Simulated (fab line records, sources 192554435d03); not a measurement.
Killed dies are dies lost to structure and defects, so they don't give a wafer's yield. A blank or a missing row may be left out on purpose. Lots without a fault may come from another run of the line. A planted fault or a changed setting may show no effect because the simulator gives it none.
Split-lot experiment | flow n5_finfet | 7 lots, 39 wafers read, on a route of 1938 steps

THE SPLIT
At N5_DUMMY_GATE_ETCH_42 (etches SiO2 in CHF3/O2, target depth 3.5 nm, time 31 s), the setting bias_w was moved away from the recipe's 12 W on 15 of the 39 wafers read, by -5.5% to +18.9%. The other wafers ran this setting at the recipe's value.

The reading is taken at the split's own step.

THE READING
rf_vpp_V, in V, at N5_DUMMY_GATE_ETCH_42 (etches SiO2 in CHF3/O2, target depth 3.5 nm, time 31 s). Fault-free wafers of this fab line usually give 42.2 V, standard deviation 1 V.

wafer  | tool, chamber at the split | bias_w as run, W | against the recipe | rf_vpp_V, V | against lot-mates on the recipe
L074.1 | rie_diel-04, 0             | 12               | recipe             | 43.1        | -
L074.4 | rie_diel-04, 2             | 12               | recipe             | 42.1        | -
L074.5 | rie_diel-04, 1             | 12               | recipe             | 42.4        | -
L076.1 | rie_diel-05, 0             | 13.44            | +12.0%             | 45.8        | +3.8
L076.2 | rie_diel-05, 1             | 12               | recipe             | 41.8        | -
L076.3 | rie_diel-05, 2             | 13.44            | +12.0%             | 45.2        | +3.2
L076.4 | rie_diel-05, 3             | 12               | recipe             | 42.8        | -
L076.5 | rie_diel-05, 2             | 13.44            | +12.0%             | 44.4        | +2.4
L076.6 | rie_diel-05, 1             | 12               | recipe             | 41.5        | -
L077.1 | rie_diel-05, 1             | 12               | recipe             | 42.1        | -
L077.2 | rie_diel-05, 3             | 12.61            | +5.1%              | 42.9        | +0.9
L077.3 | rie_diel-05, 0             | 12               | recipe             | 42.9        | -
L077.4 | rie_diel-05, 2             | 12.61            | +5.1%              | 43.1        | +1.1
L077.5 | rie_diel-05, 3             | 12               | recipe             | 40.9        | -
L077.6 | rie_diel-05, 0             | 12.61            | +5.1%              | 43.1        | +1.1
L079.1 | rie_diel-05, 3             | 13.02            | +8.5%              | 43.9        | +1.6
L079.2 | rie_diel-05, 0             | 12               | recipe             | 42.7        | -
L079.3 | rie_diel-05, 2             | 12               | recipe             | 42.5        | -
L079.4 | rie_diel-05, 1             | 13.02            | +8.5%              | 44.2        | +1.9
L079.5 | rie_diel-05, 3             | 12               | recipe             | 41.8        | -
L079.6 | rie_diel-05, 0             | 13.02            | +8.5%              | 45.3        | +3.0
L081.1 | rie_diel-05, 1             | 12               | recipe             | 41.8        | -
L081.2 | rie_diel-05, 3             | 12               | recipe             | 41.9        | -
L081.3 | rie_diel-05, 0             | 12               | recipe             | 41.7        | -
L081.4 | rie_diel-05, 2             | 14.27            | +18.9%             | 47.0        | +5.2
L081.5 | rie_diel-05, 0             | 14.27            | +18.9%             | 48.7        | +6.9
L081.6 | rie_diel-05, 3             | 14.27            | +18.9%             | 48.0        | +6.2
L088.1 | rie_diel-03, 1             | 12               | recipe             | 42.6        | -
L088.2 | rie_diel-03, 3             | 11.34            | -5.5%              | 42.2        | -0.2
L088.3 | rie_diel-03, 0             | 11.34            | -5.5%              | 41.2        | -1.2
L088.4 | rie_diel-03, 2             | 12               | recipe             | 42.6        | -
L088.5 | rie_diel-03, 0             | 11.34            | -5.5%              | 42.7        | +0.3
L088.6 | rie_diel-03, 1             | 12               | recipe             | 41.9        | -
L091.1 | rie_diel-05, 2             | 12               | recipe             | 41.3        | -
L091.2 | rie_diel-05, 0             | 12               | recipe             | 41.9        | -
L091.3 | rie_diel-05, 1             | 12               | recipe             | 40.1        | -
L091.4 | rie_diel-05, 3             | 12               | recipe             | 42.8        | -
L091.5 | rie_diel-05, 0             | 12               | recipe             | 41.0        | -
L091.6 | rie_diel-05, 3             | 12               | recipe             | 40.5        | -

THE FIT
A straight line over all 39 wafers: rf_vpp_V changes by +0.271 V for each +1% of bias_w; r = +0.90; the points scatter about the line by 0.86 V.
The same after taking each lot's own level away (the mean of its wafers on the recipe; 39 wafers): +0.276 V for each +1%; r = +0.92; scatter 0.74 V.
On that fit, the largest move of bias_w shifts the reading by 5.2 V.
The lots' own levels span 41.27 to 42.53 V, that is 1.3 times the standard deviation above.
So the lot-to-lot level changes the slope little: the two slopes agree.
Check: with one of the wafers moved furthest among these (+18.9%) left out of the fit, the line predicts +5.36 V for it against its lot-mates. It came out at +5.2 V against them.
Tool readings at the split's step, against how far the setting was moved: rf_vpp_V r = +0.90.

OTHER SPLITS ON THESE WAFERS
These wafers also went through other splits before the reading. Each is held against what the fit with the lots' levels taken away leaves over:
other split on the same wafers | wafers away from the commonest value | r with rf_vpp_V (lot level and that fit taken away)
N5_FIN_SAQP_ETCH_65 time_s     | 15                                   | -0.07

THE FILE'S OWN FIT
rf_vpp_V changes by +0.282 V for each +1% of bias_w, r = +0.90.
